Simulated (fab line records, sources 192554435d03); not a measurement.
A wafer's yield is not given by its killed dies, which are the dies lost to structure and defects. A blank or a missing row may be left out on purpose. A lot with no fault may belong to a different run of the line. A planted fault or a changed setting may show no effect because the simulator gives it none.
fab line records -- flow n5_finfet
[record] lots = 5, wafers = 15, last_day = 18
route steps=1938 shown FIN_SAQP@90 BEOL_M4@1111 PASSIVATION@1936
lots that met no fault: taken from a fault-free run of the same line
start_h: the number of hours between the record's first day and the start of the first shown wafer of the lot -- wait_h: how many hours have passed since the lot's step before this one -- " repeats the value in the row above -- L1.1+2: a row that stands for several wafers -- - value missing, or start not given -- * or withheld: withheld -- < > ~ a bound
route shown NAME@n: a module of which the file shows steps, and the number in the route of the first -- usual: average and standard deviation across the fault-free wafers -- same: alike in all rows -- chamber/n: place in a boat -- sites: the reading at each site -- _std_site: standard deviation of those values -- _edge_site: inner sites' mean taken away from outer sites' mean -- radius_mm: for every site, how far away it sits from the centre of the wafer -- mask NAME#n: copy n -- behind: the most recent tool/chamber to have shaped the wafer -- hold: what put the lot on hold/how long, in hours/how the hold closed -- device: the transistor (n, p or np) that didn't switch -- end of line: the tests these same wafers got at the end of their route -- a step given without rows: its recipe and nothing more -- killed: count of dies lost to structure and defects at first sort (not the wafer's yield) -- map: the dies of a wafer, with x for killed, . for not killed, _ for no die there
set.NAME: the setting as run; set.NAME@STEP: as run at that earlier step -- model.NAME: the simulator's own value behind a step, which no gauge read
lots seen at some steps along the route; tables by step, rows by wafer
services: the hour from which a tool's chamber was out of use, counted from the record's first day as start_h (under 0 if before that day), plus the number of hours and why
[[steps]]
[step N5_FIN_SAQP_PRECLEAN_42]
[recipe] chemistry = O3/DIW, time_s = 60, temp_c = 22, o3_ppm = 10
[step N5_FIN_SAQP_PRECLEAN_00]
[recipe] chemistry = SC1, time_s = 60, temp_c = 55, mix = 1:2:50
[step N5_FIN_SAQP_PRECLEAN_44]
[recipe] chemistry = SC2, time_s = 45, temp_c = 35, mix = 1:1:50
[step N5_FIN_SAQP_SRD_01]
[recipe] dry = ipa_marangoni, time_s = 30, temp_c = 23, rinse_liquid = diw
[step N5_FIN_SAQP_ALD_61]
[recipe] material = SiO2, target_thk_a = 40, temp_c = 300, ald_precursor_family = BDEAS, ald_co_reactant = O2-plasma, pulse_time_s = 1, purge_time_s = 2, co_reactant_purge_time_s = 2, ald_cycles = 43, pressure_torr = 2
[step N5_FIN_SAQP_DENSIFY_62]
[recipe] temp_c = 700, time_s = 60, ambient = N2, idle_temp_c = 600, ramp_up_c_per_s = 150, ramp_down_c_per_s = 60, cool_to_c = 600
[step N5_FIN_SAQP_HM_DEP_03]
[recipe] material = SiNx, target_thk_a = 380, temp_c = 400, precursor = SiH4/NH3/N2, pressure_torr = 1.5, rf_w = 300, time_s = 33.6
[step N5_FIN_SAQP_PECVD_47]
[recipe] material = a-Si, target_thk_a = 450, temp_c = 400, precursor = SiH4/He, pressure_torr = 3, rf_w = 100, time_s = 36.3
[step N5_FIN_SAQP_PECVD_48]
[recipe] material = SiNx, target_thk_a = 250, temp_c = 400, precursor = SiH4/NH3/N2, pressure_torr = 1.5, rf_w = 300, time_s = 22.1
[step N5_FIN_SAQP_PECVD_06]
[recipe] material = a-Si, target_thk_a = 600, temp_c = 400, precursor = SiH4/He, pressure_torr = 3, rf_w = 100, time_s = 48.1
[step N5_FIN_SAQP_HM_DEP_72]
[recipe] material = SiO2, target_thk_a = 120, temp_c = 400, precursor = SiH4/N2O, pressure_torr = 0.75, rf_w = 275, time_s = 7.2
[usual] chamber_pressure_Torr = 0.7499/0.0018, heater_power_outer_w = 470/58, heater_power_w = 791/98, showerhead_plenum_p_Torr = 8.21/0.13
lot.wafer,tool,chamber,start_h,wait_h,chamber_pressure_Torr,heater_power_outer_w,heater_power_w,showerhead_plenum_p_Torr
L546.1,pecvd-02,2,33.85,0.0,0.7523,468,805,8.29
L546.2,pecvd-02,0,33.85,0.0,0.7513,410,671,8.08
L546.4,pecvd-02,1,33.85,0.0,0.7495,370,643,7.92
L555.1,pecvd-02,1,87.81,0.0,-,-,-,-
L555.5,pecvd-02,1,87.81,0.0,-,-,-,-
L555.6,pecvd-02,0,87.81,0.0,-,-,-,-
L556.4,pecvd-04,2,94.20,0.1,-,-,-,-
L556.5,pecvd-04,0,94.20,0.1,-,-,-,-
L556.6,pecvd-04,1,94.20,0.1,-,-,-,-
L557.2,pecvd-04,1,99.71,0.0,-,-,-,-
L557.3,pecvd-04,0,99.71,0.0,-,-,-,-
L557.6,pecvd-04,2,99.71,0.0,-,-,-,-
L565.1,pecvd-04,2,148.13,0.0,0.7513,490,831,8.24
L565.4,pecvd-04,0,148.13,0.0,0.7498,552,785,8.38
L565.6,pecvd-04,1,148.13,0.0,0.7481,537,946,8.27
[step N5_FIN_SAQP_COAT_49]
[recipe] resist = SOC, temp_c = 250, time_s = 60, spin_rpm = 1500, resist_thk_nm = 100
[step N5_FIN_SAQP_COAT_50]
[recipe] resist = SiARC, temp_c = 220, time_s = 60, spin_rpm = 1500, resist_thk_nm = 35
[step N5_FIN_SAQP_COAT_10]
[recipe] resist = CAR-ArF, spin_rpm = 1500, resist_thk_nm = 90
[step N5_FIN_SAQP_EBR_12]
[recipe] solvent = PGMEA, ebr_width_mm = 1.5
[step N5_FIN_SAQP_SOFTBAKE_11]
[recipe] temp_c = 110, time_s = 60, resist = CAR-ArF
[step N5_FIN_SAQP_EXPOSE_13]
[recipe] mask_id = FIN_CORE, na = 1.35, source_shape = dipole, sigma_inner = 0.538, sigma_outer = 0.738, polarization = te, target_cd_nm = 35.6, dose_mj = 63.25
[step N5_FIN_SAQP_PEB_14]
[recipe] peb_temp_c = withheld, peb_time_s = 60, resist = CAR-ArF
[step N5_FIN_SAQP_DEVELOP_15]
[recipe] develop_time_s = 30, developer = TMAH, resist = CAR-ArF, dev_temp_c = 23, rinse_liquid = diw, dry = air_spin
[step N5_FIN_SAQP_DESCUM_21]
[recipe] chemistry = O2, time_s = 7.9, source_power_w = 50, bias_power_w = 20, pressure_mtorr = 20, rf_frequency_hz = 2.712e+07, temp_c = 40, resist = CAR-ArF, o2_flow_sccm = 225
[step N5_FIN_SAQP_ETCH_51]
[recipe] chemistry = CF4, target = SiARC, target_depth_a = 455, mask_material = CAR-ArF, time_s = 75.8, ion_energy_ev = 80, pressure_mtorr = 40, source_w = 545, bias_w = 36, Ar_flow_sccm = 100, cf4_flow_sccm = 100, ends = cleared
[step N5_FIN_SAQP_ETCH_52]
[recipe] chemistry = N2/H2, target = SOC, target_depth_a = 1000, overetch_a = 200, mask_material = SiARC, temp_c = 40, time_s = 150, ion_energy_ev = 200, pressure_mtorr = 30, source_w = 840, bias_w = 150, n2_flow_sccm = 200, h2_flow_sccm = 200, ends = end_point
[step N5_FIN_SAQP_STRIP_53]
[recipe] chemistry = N2/H2, temp_c = 40, n2_flow_sccm = 200, h2_flow_sccm = 200, rf_frequency_hz = 6e+07
[step N5_FIN_SAQP_HM_OPEN_73]
[recipe] chemistry = CHF3/O2, target = SiO2, stop_on = a-Si, target_depth_a = 120, over_etch_frac = 1.8, mask_material = SOC, time_s = 16.8, pressure_mtorr = 30, source_w = 650, bias_w = 170, Ar_flow_sccm = 200, CHF3_flow_sccm = 50, O2_flow_sccm = 5, ion_energy_ev = 200, ends = end_point
[usual] bias_w = 170.1/0.5, drypump_motor_current_A = 5.6/0.46, oes_product_au = 0.50/0.045, rf_vpp_V = 526/10, showerhead_plenum_p_Torr = 2.40/0.07, throttle_valve_pct = 18.77/0.16
lot.wafer,tool,chamber,start_h,wait_h,bias_w,drypump_motor_current_A,oes_product_au,rf_hours_counter_h,rf_vpp_V,showerhead_plenum_p_Torr,throttle_valve_pct,model.etch.depth_nm
L546.1,rie_diel-02,0,34.59,0.0,170.2,5.2,0.45,141,525,2.43,18.90,11.8
L546.2,rie_diel-02,1,34.59,0.0,169.1,6.1,0.48,83,516,2.34,18.80,11.7
L546.4,rie_diel-02,2,34.59,0.0,170.1,5.7,0.42,248,505,2.38,19.32,12.02
L555.1,rie_diel-04,3,88.55,0.0,171.0,5.5,0.33,31,533,2.48,18.80,0
L555.5,rie_diel-04,0,88.55,0.0,171.0,6.2,0.34,-,526,2.38,18.72,0
L555.6,rie_diel-04,3,88.55,0.0,171.8,5.5,0.33,-,532,2.48,18.80,0
L556.4,rie_diel-02,1,94.96,0.0,169.9,6.2,0.29,107,516,2.33,18.80,0
L556.5,rie_diel-02,3,94.96,0.0,170.8,5.9,0.30,-,538,2.54,18.47,0
L556.6,rie_diel-02,0,94.96,0.0,170.1,5.2,0.28,-,527,2.42,18.90,0
L557.2,rie_diel-02,0,100.54,0.0,169.9,5.2,0.27,167,525,2.42,18.90,0
L557.3,rie_diel-02,3,100.54,0.0,170.9,5.9,0.30,104,539,2.54,18.47,0
L557.6,rie_diel-02,1,100.54,0.0,170.3,6.1,0.30,-,516,2.33,18.80,0
L565.1,rie_diel-01,2,149.04,0.0,170.0,5.6,0.45,115,534,2.43,18.79,11.73
L565.4,rie_diel-01,0,149.04,0.0,169.8,6.3,0.50,54,508,2.35,18.80,11.94
L565.6,rie_diel-01,3,149.04,0.0,170.0,6.2,0.47,-,538,2.34,18.75,11.88
[step N5_FIN_SAQP_STRIP_74]
[recipe] chemistry = CHF3/O2, resist = SiARC, rf_frequency_hz = 6e+07
[step N5_FIN_SAQP_MANDREL_ETCH_22]
[recipe] target_depth_a = 600, chemistry = HBr/Cl2, target = a-Si, stop_on = SiNx, bt_time_s = 10, over_etch_frac = 0.5, time_s = 30, pressure_mtorr = 10, icp_w = 800, bias_w = 75, HBr_flow_sccm = 150, Cl2_flow_sccm = 80, ends = end_point
[step N5_FIN_SAQP_STRIP_55]
[recipe] chemistry = N2/H2, power_w = 500, temp_c = 40, pressure_mtorr = 50, rf_frequency_hz = 6e+07, overash_fraction = 0.3, bias_power_w = 28, h2_frac = 0.5, n2_flow_sccm = 300, h2_flow_sccm = 300
[step N5_FIN_SAQP_STRIP_23]
[recipe] chemistry = SPM, time_s = 750, temp_c = 130, h2so4_h2o2_vol_ratio = 4
[step N5_FIN_SAQP_SRD_66]
[recipe] dry = ipa_marangoni, time_s = 30, temp_c = 23, rinse_liquid = diw
[step N5_FIN_SAQP_RECESS_75]
[recipe] chemistry = HF/NH3, target = SiO2, target_depth_a = 144, afs_cycles = 3, temp_c = 30, sublimation_temp_c = 180, sublimation_time_s = 60
[step N5_FIN_SAQP_SPACER1_ALD_24]
[recipe] material = SiO2, target_thk_a = 203, temp_c = 300, ald_precursor_family = BDEAS, ald_co_reactant = O2-plasma, pulse_time_s = 1, purge_time_s = 2, co_reactant_purge_time_s = 2, ald_cycles = 218, pressure_torr = 2
[step N5_FIN_SAQP_SPACER1_ETCHBACK_25]
[recipe] chemistry = CHF3/O2, mode = anisotropic_etchback, target = SiO2, target_depth_a = 244, time_s = 12.2, pressure_mtorr = 30, source_w = 650, bias_w = 170, Ar_flow_sccm = 200, CHF3_flow_sccm = 50, O2_flow_sccm = 5, ion_energy_ev = 200
[step N5_FIN_SAQP_MANDREL1_REMOVE_56]
[recipe] chemistry = HBr/Cl2/O2, bt_time_s = 10, target = a-Si, stop_on = SiNx, endpoint = OES-SiCl, over_etch_frac = 1, icp_w = 600, bias_w = 22, HBr_flow_sccm = 150, Cl2_flow_sccm = 80, O2_flow_sccm = 5, pressure_mtorr = 10
[step N5_FIN_SAQP_CD_MEAS_27]
[recipe] target_cd_nm = 20, landing_energy_ev = 1000, detector = se_inlens, polarity = line
[usual] cd_nm = 20.29/0.24
lot.wafer,tool,chamber,start_h,wait_h,cd_nm
L546.1,cd_sem-01,0,36.42,0.1,20.41
L546.2,cd_sem-01,0,36.42,0.1,20.05
L546.4,cd_sem-01,0,36.42,0.1,20.49
L555.1,cd_sem-03,0,90.36,0.1,-
L555.5,cd_sem-03,0,90.36,0.1,-
L555.6,cd_sem-03,0,90.36,0.1,-
L556.4,cd_sem-02,0,97.25,0.1,-
L556.5,cd_sem-02,0,97.25,0.1,-
L556.6,cd_sem-02,0,97.25,0.1,-
L557.2,cd_sem-03,0,102.44,0.1,-
L557.3,cd_sem-03,0,102.44,0.1,-
L557.6,cd_sem-03,0,102.44,0.1,-
L565.1,cd_sem-01,0,150.86,0.1,20.23
L565.4,cd_sem-01,0,150.86,0.1,20.24
L565.6,cd_sem-01,0,150.86,0.1,20.00
[step N5_FIN_SAQP_ETCH_57]
[recipe] chemistry = CH3F/O2, target = SiNx, mask_material = SiO2, target_depth_a = 325, time_s = 46.4, pressure_mtorr = 30, source_w = 395, bias_w = 73, Ar_flow_sccm = 150, CH3F_flow_sccm = 30, O2_flow_sccm = 20, ion_energy_ev = 120, ends = cleared
[step N5_BEOL_M4_RC_MEAS_101]
[usual] DIBL_N = 36.0/2, DIBL_P = 36.2/2.2, IOFF_N = 0.16/0.034, IOFF_P = 0.21/0.04, ION_N = 675/12, ION_P = 463/7.2, SS_N = 71.6/0.6, SS_P = 73.3/0.67, VT_N = 250/3, VT_P = -251/3.4
lot.wafer,tool,chamber,start_h,wait_h,DIBL_N[mV/V],DIBL_P[mV/V],IOFF_N[nA/um],IOFF_P[nA/um],ION_N[uA/um],ION_P[uA/um],SS_N[mV/dec],SS_P[mV/dec],VT_N[mV],VT_P[mV]
L546.1,prober-02,0,188.48,0.0,37.3,39.8,0.17,0.23,673,459,72.2,74.6,248,-251
L546.2,prober-02,0,188.48,0.0,32.4,33.9,0.11,0.15,654,451,70.4,72.4,255,-255
L546.4,prober-02,0,188.48,0.0,35.2,36.3,0.13,0.17,666,455,71.1,73.4,255,-253
L565.1,prober-02,0,314.66,0.0,34.8,34.0,0.14,0.17,673,464,70.5,73.1,252,-253
L565.4,prober-02,0,314.66,0.0,35.9,34.4,0.14,0.17,661,451,70.8,73.0,249,-255
L565.6,prober-02,0,314.66,0.0,32.5,31.0,0.10,0.14,659,456,70.5,72.0,253,-256
[step N5_PASSIVATION_PROBE_49]
[usual] defect_limited_yield = 91.5/1.5, killed_at_M0_to_M3 = 33/10, killed_at_M4_up = 15/6.4, killed_at_contacts = 12/5.4, killed_at_front_end = 38/9.8, killed_at_other = 4/3.1, killed_dies = 101/18, killed_on_rim = 13/3.9, killed_open = 67/14, killed_short = 33/7.9, sort_bin_5_function = 5.0/1, sort_bin_6_memory = 3.2/0.67, sort_n_pass = 1079/18, sort_yield_pct = 91.5/1.5
[same] gross_dies = 1180, killed_at_back_side = 0, sort_bin_4_leakage[%] = 0, sort_bin_8_speed[%] = 0
lot.wafer,tool,chamber,start_h,wait_h,defect_limited_yield[%],killed_at_M0_to_M3,killed_at_M4_up,killed_at_contacts,killed_at_front_end,killed_at_other,killed_dies,killed_on_rim,killed_open,killed_short,sort_bin_5_function[%],sort_bin_6_memory[%],sort_n_pass,sort_yield_pct[%]
L546.1,prober-02,-,297.96,0.0,90.8,44,10,14,40,1,109,19,82,25,5.2,3.8,1071,90.8
L546.2,prober-02,-,298.01,0.1,88.2,33,14,15,72,5,139,15,84,53,6.5,4.8,1041,88.2
L546.4,prober-02,-,298.11,0.2,93.9,20,5,6,38,3,72,12,40,31,3.0,2.7,1108,93.9
L555.1,prober-02,-,376.83,0.0,0,8,2,0,1168,2,1180,152,10,10,74.2,2.2,0,0
L555.5,prober-02,-,377.03,0.2,0,4,1,0,1175,0,1180,152,7,2,74.2,2.9,0,0
L555.6,prober-02,-,377.08,0.3,0,2,2,3,1173,0,1180,152,7,7,75.4,2.4,0,0
L557.2,prober-01,-,388.37,0.1,0,8,1,2,1168,1,1180,152,9,6,73.7,2.0,0,0
L557.3,prober-01,-,388.42,0.1,0,4,0,0,1176,0,1180,152,9,2,71.7,3.2,0,0
L557.6,prober-01,-,388.57,0.3,0,6,3,2,1169,0,1180,152,11,4,73.3,2.5,0,0
L556.4,prober-01,-,390.45,0.2,0,3,3,3,1171,0,1180,152,14,6,75.8,2.2,0,0
L556.5,prober-01,-,390.50,0.2,0,4,0,2,1174,0,1180,152,8,6,74.0,2.7,0,0
L556.6,prober-01,-,390.55,0.3,0,8,4,1,1166,1,1180,152,14,3,73.4,3.3,0,0
L565.1,prober-01,-,435.37,0.0,93.0,21,16,10,34,2,83,10,51,31,4.2,2.7,1097,93.0
L565.4,prober-01,-,435.52,0.2,94.2,22,14,6,25,1,68,11,43,25,3.4,2.2,1112,94.2
L565.6,prober-01,-,435.62,0.3,92.1,40,11,5,32,5,93,15,54,36,5.1,2.6,1087,92.1
// killed by level:class
L546.1 BEOL_M2:geometric_particle:open=14 BEOL_M0_SAQP:geometric_particle:open=12 FIN_SAQP:geometric_particle:open=10 STI_FIN_REVEAL:geometric_particle:open=10 MOL_CONTACT_COAG:geometric_particle:open=8 BEOL_M4:geometric_particle:open=8 BEOL_M0_SAQP:geometric_particle:short=7 MOL_CONTACT_COAG:geometric_particle:short=6
L546.2 FIN_SAQP:geometric_particle:short=21 FIN_SAQP:geometric_particle:open=16 MOL_CONTACT_COAG:geometric_particle:open=11 BEOL_M0_SAQP:geometric_particle:open=11 STI_FIN_REVEAL:geometric_particle:open=10 BEOL_M0_SAQP:geometric_particle:short=10 DUMMY_GATE:geometric_particle:open=8 MOL_CONTACT_COAG:geometric_particle:short=4
L546.4 FIN_SAQP:geometric_particle:short=11 FIN_SAQP:geometric_particle:open=7 BEOL_M0_SAQP:geometric_particle:short=5 STARTING-WAFER:geometric_particle:open=5 MOL_CONTACT_COAG:geometric_particle:open=4 BEOL_M0_SAQP:geometric_particle:open=4 BEOL_M3:geometric_particle:open=4 SDB:geometric_particle:open=3
L555.1 FIN_SAQP:lost_pattern=1151 FIN_SAQP:area_dep=9 STI_FIN_REVEAL:geometric_particle:open=3 BEOL_M0_SAQP:geometric_particle:short=3 DUMMY_GATE:geometric_particle:open=2 FIN_SAQP:geometric_particle:open=1 DUMMY_GATE:geometric_particle:short=1 BEOL_M0_SAQP:geometric_particle:open=1
L555.5 FIN_SAQP:lost_pattern=1163 FIN_SAQP:area_dep=8 BEOL_M0_SAQP:geometric_particle:open=4 FIN_SAQP:geometric_particle:open=1 FIN_SAQP:geometric_particle:short=1 DUMMY_GATE:geometric_particle:open=1 BEOL_M7:geometric_particle:open=1 STARTING-WAFER:geometric_particle:short=1
L555.6 FIN_SAQP:lost_pattern=1164 FIN_SAQP:geometric_particle:open=2 FIN_SAQP:geometric_particle:short=2 MOL_CONTACT_COAG:geometric_particle:open=2 BEOL_M0_SAQP:geometric_particle:short=2 STI_FIN_REVEAL:geometric_particle:short=1 ILD0:geometric_particle:short=1 ILD0:geometric_particle:open=1
L557.2 FIN_SAQP:lost_pattern=1157 FIN_SAQP:area_dep=7 MOL_CONTACT_COAG:geometric_particle:open=2 BEOL_M0_SAQP:geometric_particle:short=2 BEOL_M0_SAQP:geometric_particle:open=2 BEOL_M3:geometric_particle:open=1 STI_FIN_REVEAL:geometric_particle:open=1 DUMMY_GATE:geometric_particle:open=1
L557.3 FIN_SAQP:lost_pattern=1167 BEOL_M0_SAQP:geometric_particle:open=3 ILD0:geometric_particle:open=2 STARTING-WAFER:geometric_particle:open=2 FIN_SAQP:area_dep=2 FIN_SAQP:geometric_particle:open=1 STI_FIN_REVEAL:geometric_particle:open=1 GATE_CUT:geometric_particle:short=1
L557.6 FIN_SAQP:lost_pattern=1157 FIN_SAQP:area_dep=8 MOL_CONTACT_COAG:geometric_particle:open=2 BEOL_M3:geometric_particle:open=2 BEOL_M4:geometric_particle:open=2 DUMMY_GATE:geometric_particle:short=1 SPACER0:geometric_particle:open=1 GATE_CUT:geometric_particle:open=1
L556.4 FIN_SAQP:lost_pattern=1159 FIN_SAQP:geometric_particle:open=3 FIN_SAQP:geometric_particle:short=2 STI_FIN_REVEAL:geometric_particle:open=2 MOL_CONTACT_COAG:geometric_particle:open=2 BEOL_M0_SAQP:geometric_particle:open=2 BEOL_M4:geometric_particle:open=2 STARTING-WAFER:geometric_particle:short=2
L556.5 FIN_SAQP:lost_pattern=1162 STI_FIN_REVEAL:geometric_particle:open=3 FIN_SAQP:area_dep=3 BEOL_M0_SAQP:geometric_particle:short=2 STI_FIN_REVEAL:geometric_particle:short=1 DUMMY_GATE:geometric_particle:open=1 GATE_CUT:geometric_particle:short=1 MOL_CONTACT_COAG:geometric_particle:open=1
L556.6 FIN_SAQP:lost_pattern=1161 BEOL_M0_SAQP:geometric_particle:open=5 BEOL_M5:geometric_particle:open=3 ILD0:geometric_particle:open=2 BEOL_M0_SAQP:geometric_particle:short=2 FIN_SAQP:area_dep=2 STI_FIN_REVEAL:geometric_particle:open=1 MOL_CONTACT_COAG:geometric_particle:open=1
L565.1 BEOL_M4:geometric_particle:open=10 STI_FIN_REVEAL:geometric_particle:open=8 MOL_CONTACT_COAG:geometric_particle:open=8 FIN_SAQP:geometric_particle:short=5 BEOL_M0_SAQP:geometric_particle:short=4 BEOL_M0:geometric_particle:open=4 BEOL_M2:geometric_particle:open=4 FIN_SAQP:geometric_particle:open=3
L565.4 FIN_SAQP:geometric_particle:short=11 BEOL_M0_SAQP:geometric_particle:open=8 FIN_SAQP:geometric_particle:open=6 MOL_CONTACT_COAG:geometric_particle:open=6 BEOL_M4:geometric_particle:open=5 BEOL_M0_SAQP:geometric_particle:short=5 BEOL_M0:geometric_particle:open=4 BEOL_M2:geometric_particle:open=4
L565.6 BEOL_M0_SAQP:geometric_particle:open=12 FIN_SAQP:geometric_particle:short=9 BEOL_M0_SAQP:geometric_particle:short=9 STI_FIN_REVEAL:geometric_particle:open=7 BEOL_M0:geometric_particle:open=5 FIN_SAQP:geometric_particle:open=4 BEOL_M4:geometric_particle:open=4 GATE_CUT:geometric_particle:short=4
// map L555.1 (x killed, . not)
_________________xxxxxxxxxxxx________________
______________xxxxxxxxxxxxxxxxxx_____________
___________xxxxxxxxxxxxxxxxxxxxxxxx__________
__________xxxxxxxxxxxxxxxxxxxxxxxxxx_________
________xxxxxxxxxxxxxxxxxxxxxxxxxxxxxx_______
_______xxxxxxxxxxxxxxxxxxxxxxxxxxxxxxxx______
______xxxxxxxxxxxxxxxxxxxxxxxxxxxxxxxxxx_____
_____xxxxxxxxxxxxxxxxxxxxxxxxxxxxxxxxxxxx____
____xxxxxxxxxxxxxxxxxxxxxxxxxxxxxxxxxxxxxx___
___xxxxxxxxxxxxxxxxxxxxxxxxxxxxxxxxxxxxxxxx__
___xxxxxxxxxxxxxxxxxxxxxxxxxxxxxxxxxxxxxxxx__
__xxxxxxxxxxxxxxxxxxxxxxxxxxxxxxxxxxxxxxxxxx_
__xxxxxxxxxxxxxxxxxxxxxxxxxxxxxxxxxxxxxxxxxx_
_xxxxxxxxxxxxxxxxxxxxxxxxxxxxxxxxxxxxxxxxxxxx
_xxxxxxxxxxxxxxxxxxxxxxxxxxxxxxxxxxxxxxxxxxxx
_xxxxxxxxxxxxxxxxxxxxxxxxxxxxxxxxxxxxxxxxxxxx
_xxxxxxxxxxxxxxxxxxxxxxxxxxxxxxxxxxxxxxxxxxxx
_xxxxxxxxxxxxxxxxxxxxxxxxxxxxxxxxxxxxxxxxxxxx
_xxxxxxxxxxxxxxxxxxxxxxxxxxxxxxxxxxxxxxxxxxxx
_xxxxxxxxxxxxxxxxxxxxxxxxxxxxxxxxxxxxxxxxxxxx
_xxxxxxxxxxxxxxxxxxxxxxxxxxxxxxxxxxxxxxxxxxxx
__xxxxxxxxxxxxxxxxxxxxxxxxxxxxxxxxxxxxxxxxxx_
__xxxxxxxxxxxxxxxxxxxxxxxxxxxxxxxxxxxxxxxxxx_
___xxxxxxxxxxxxxxxxxxxxxxxxxxxxxxxxxxxxxxxx__
___xxxxxxxxxxxxxxxxxxxxxxxxxxxxxxxxxxxxxxxx__
____xxxxxxxxxxxxxxxxxxxxxxxxxxxxxxxxxxxxxx___
_____xxxxxxxxxxxxxxxxxxxxxxxxxxxxxxxxxxxx____
______xxxxxxxxxxxxxxxxxxxxxxxxxxxxxxxxxx_____
_______xxxxxxxxxxxxxxxxxxxxxxxxxxxxxxxx______
________xxxxxxxxxxxxxxxxxxxxxxxxxxxxxx_______
__________xxxxxxxxxxxxxxxxxxxxxxxxxx_________
___________xxxxxxxxxxxxxxxxxxxxxxxx__________
______________xxxxxxxxxxxxxxxxxx_____________
_________________xxxxxxxxxxxx________________
// map L556.4 (x killed, . not)
_________________xxxxxxxxxxxx________________
______________xxxxxxxxxxxxxxxxxx_____________
___________xxxxxxxxxxxxxxxxxxxxxxxx__________
__________xxxxxxxxxxxxxxxxxxxxxxxxxx_________
________xxxxxxxxxxxxxxxxxxxxxxxxxxxxxx_______
_______xxxxxxxxxxxxxxxxxxxxxxxxxxxxxxxx______
______xxxxxxxxxxxxxxxxxxxxxxxxxxxxxxxxxx_____
_____xxxxxxxxxxxxxxxxxxxxxxxxxxxxxxxxxxxx____
____xxxxxxxxxxxxxxxxxxxxxxxxxxxxxxxxxxxxxx___
___xxxxxxxxxxxxxxxxxxxxxxxxxxxxxxxxxxxxxxxx__
___xxxxxxxxxxxxxxxxxxxxxxxxxxxxxxxxxxxxxxxx__
__xxxxxxxxxxxxxxxxxxxxxxxxxxxxxxxxxxxxxxxxxx_
__xxxxxxxxxxxxxxxxxxxxxxxxxxxxxxxxxxxxxxxxxx_
_xxxxxxxxxxxxxxxxxxxxxxxxxxxxxxxxxxxxxxxxxxxx
_xxxxxxxxxxxxxxxxxxxxxxxxxxxxxxxxxxxxxxxxxxxx
_xxxxxxxxxxxxxxxxxxxxxxxxxxxxxxxxxxxxxxxxxxxx
_xxxxxxxxxxxxxxxxxxxxxxxxxxxxxxxxxxxxxxxxxxxx
_xxxxxxxxxxxxxxxxxxxxxxxxxxxxxxxxxxxxxxxxxxxx
_xxxxxxxxxxxxxxxxxxxxxxxxxxxxxxxxxxxxxxxxxxxx
_xxxxxxxxxxxxxxxxxxxxxxxxxxxxxxxxxxxxxxxxxxxx
_xxxxxxxxxxxxxxxxxxxxxxxxxxxxxxxxxxxxxxxxxxxx
__xxxxxxxxxxxxxxxxxxxxxxxxxxxxxxxxxxxxxxxxxx_
__xxxxxxxxxxxxxxxxxxxxxxxxxxxxxxxxxxxxxxxxxx_
___xxxxxxxxxxxxxxxxxxxxxxxxxxxxxxxxxxxxxxxx__
___xxxxxxxxxxxxxxxxxxxxxxxxxxxxxxxxxxxxxxxx__
____xxxxxxxxxxxxxxxxxxxxxxxxxxxxxxxxxxxxxx___
_____xxxxxxxxxxxxxxxxxxxxxxxxxxxxxxxxxxxx____
______xxxxxxxxxxxxxxxxxxxxxxxxxxxxxxxxxx_____
_______xxxxxxxxxxxxxxxxxxxxxxxxxxxxxxxx______
________xxxxxxxxxxxxxxxxxxxxxxxxxxxxxx_______
__________xxxxxxxxxxxxxxxxxxxxxxxxxx_________
___________xxxxxxxxxxxxxxxxxxxxxxxx__________
______________xxxxxxxxxxxxxxxxxx_____________
_________________xxxxxxxxxxxx________________
[[services]]
tool,chamber,start_h,hours,kind
rie_diel-04,2,10.76,-,clean
rie_diel-04,2,10.76,-,consumable_replace:focus_ring
rie_diel-04,2,10.76,22.0,scheduled_down
rie_diel-04,2,10.76,22.0,vent_cycle
pecvd-04,2,21.12,-,clean
pecvd-04,2,21.12,-,consumable_replace:showerhead
pecvd-04,2,21.12,29.0,scheduled_down
pecvd-04,2,21.12,29.0,vent_cycle
rie_diel-02,2,41.32,-,clean
rie_diel-02,2,41.32,-,consumable_replace:focus_ring
rie_diel-02,2,41.32,22.0,scheduled_down
rie_diel-02,2,41.32,22.0,vent_cycle
rie_diel-04,3,58.26,5.1,repair
rie_diel-01,0,61.42,4.9,repair
rie_diel-02,-,63.20,0.4,repair
pecvd-02,1,74.20,5.5,scheduled_down
pecvd-04,-,80.50,2.7,repair
rie_diel-04,2,85.92,7.1,repair
rie_diel-01,0,90.34,2.5,repair
rie_diel-04,-,93.97,28.1,pm
rie_diel-01,3,123.27,6.5,repair
rie_diel-02,0,128.23,12.0,repair
rie_diel-04,-,131.45,0.3,repair
pecvd-02,-,144.48,2.8,pm
[[key]]
[first_sign] step = N5_FIN_SAQP_HM_DEP_72, reading = tool_record, direction = missing
[effect] step = N5_FIN_SAQP_HM_OPEN_73, reading = oes_product_au, direction = down, sigmas = 4.3, usual = 0.50, struck = 0.30
[effect] step = N5_FIN_SAQP_CD_MEAS_27, reading = cd_nm, direction = missing
[effect] step = N5_PASSIVATION_PROBE_49, reading = killed_at_front_end, direction = up, sigmas = 99+, usual = 38, struck = 1171
[model_effect] step = N5_FIN_SAQP_HM_OPEN_73, value = etch.depth_nm, without = 11.81, struck = 0
met_at N5_FIN_SAQP_HM_DEP_72
struck_wafers L555.1,L555.5,L555.6,L556.4,L556.5,L556.6,L557.2,L557.3,L557.6
later_rows_left_out L555.1,L555.5,L555.6,L556.4,L556.5,L556.6,L557.2,L557.3,L557.6
onset_between 33.85 87.81
[fault] kind = skipped_step_whole, tool = pecvd-02,pecvd-04, chamber = -, onset_h = 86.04, steps = N5_FIN_SAQP_HM_DEP_72, scope = struck_lots_only
// later_rows_left_out: the simulator's readings of these wafers behind a module that went badly wrong aren't trusted and aren't shown, but for the sort
